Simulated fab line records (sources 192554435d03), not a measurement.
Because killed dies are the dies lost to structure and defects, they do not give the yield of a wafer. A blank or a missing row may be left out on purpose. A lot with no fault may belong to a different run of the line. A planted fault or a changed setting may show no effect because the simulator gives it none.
8D (eight disciplines) problem report, filled in by code / flow n5_finfet / the parts of the form that need people (team, actions taken, sign-off) are left out

== 1. WHAT WENT WRONG ==
At N5_HKMG_FIN_CVD_62, susceptor_temp_C averages 485.14 C over 2 wafers from 2 lots, while fault-free wafers read 500.04 C, standard deviation 0.27. That puts it -55 standard deviations away from the usual mean.
The step: deposits a-Si from Si2H6, target thk 3 nm, time 20.8 s.
Seen first at day 8 18:01 on thermal_cvd_si-01, wafer L754.2. The record holds 18 wafers of 6 lots with a number at this step. Rule for "out" (also "out of limits"): further than 4 standard deviations from the usual mean. Any other wafer with a number is counted as sound.

== 2. WHAT IT IS AND WHAT IT IS NOT ==
question=which readings at this step | is=susceptor_temp_C | is not=chamber_pressure_Torr, heater_power_outer_w
question=which lots | is=L754, L756 | is not=L736, L738, L742, L748
question=which wafers of those lots | is=L754.2, L756.3 | is not=L754.1, L754.4, L756.1, L756.4
question=read on which tools | is=thermal_cvd_si-01 | is not=-
question=when | is=from day 8 18:01 | is not=up to then (14 sound wafers); but 2 sound wafers of L756 came after

== 3. THE SUSPECTS, EACH WITH WHAT RULES IT OUT ==
Counting: if a tool at a process step up to the reading ran every lot that is out, it stays a suspect. Sound lots after the first of them don't rule it out here, since some wafers of a struck lot are sound.
- rie_diel-04 at N5_HKMG_FIN_DESCUM_53 (chemistry O2, time 7.9 s): kept. It ran every lot that is out, first L754 (day 8 16:17); its last sound lot up to then is L748 (day 7 10:58).
- rie_diel-04 at N5_HKMG_FIN_ETCH_58 (etches SOC in N2/H2, target depth 215.8 nm, time 741 s): kept. It ran every lot that is out, first L754 (day 8 16:35); its last sound lot up to then is L748 (day 7 11:16).
- rie_diel-04 at N5_HKMG_FIN_STRIP_93 (strips SOC in N2/H2, time 20 s): kept. It ran every lot that is out, first L754 (day 8 17:01); its last sound lot up to then is L748 (day 7 11:42).
- thermal_cvd_si-01 at N5_HKMG_FIN_CVD_62 (deposits a-Si from Si2H6, target thk 3 nm, time 20.8 s): kept. It ran every lot that is out, first L754 (day 8 18:01); its last sound lot up to then is L748 (day 7 12:42). Its own readings are out on those wafers: susceptor_temp_C.
- At N5_HKMG_FIN_CVD_62, inside thermal_cvd_si-01: chamber 0 took the wafers that are out, while their sound lot-mates went through chambers 1, 2.
Left after counting: rie_diel-04 at N5_HKMG_FIN_DESCUM_53, rie_diel-04 at N5_HKMG_FIN_ETCH_58, rie_diel-04 at N5_HKMG_FIN_STRIP_93, thermal_cvd_si-01 at N5_HKMG_FIN_CVD_62.

== 4. THE CAUSE (what the simulator had put in) ==
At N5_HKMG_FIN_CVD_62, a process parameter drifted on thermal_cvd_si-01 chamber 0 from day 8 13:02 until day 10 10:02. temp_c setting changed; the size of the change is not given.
Counting leaves 4 suspects; this tool is one of them.

== 5. SEQUENCE OF EFFECTS, ordered by route ==
Each row: a reading whose mean over the struck wafers that have a number lies more than 3 standard deviations from the usual. Readings are gone through only where the record gives a usual standard deviation; hours: the median, over the lots, of the time from a lot's start at the first step in this table giving one to that lot's start at this step; sigmas: the change measured in usual standard deviations.
hours=0; step=N5_HKMG_FIN_CVD_62; reading=susceptor_temp_C; usual=500.04 C; on struck wafers=485.14; change=-14.90; sigmas=-55
Its process steps:
- N5_HKMG_FIN_CVD_62: deposits a-Si from Si2H6, target thk 3 nm, time 20.8 s.
Later measuring or inspecting steps at which every struck wafer that the step has a row for has a number for every such reading, and none has moved that far: N5_BEOL_M4_RC_MEAS_101.

== 6. HOW IT WOULD HAVE BEEN CAUGHT EARLIER ==
First out-of-limits reading in this record: day 8 18:01, which is 5 hours after fault onset at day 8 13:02.
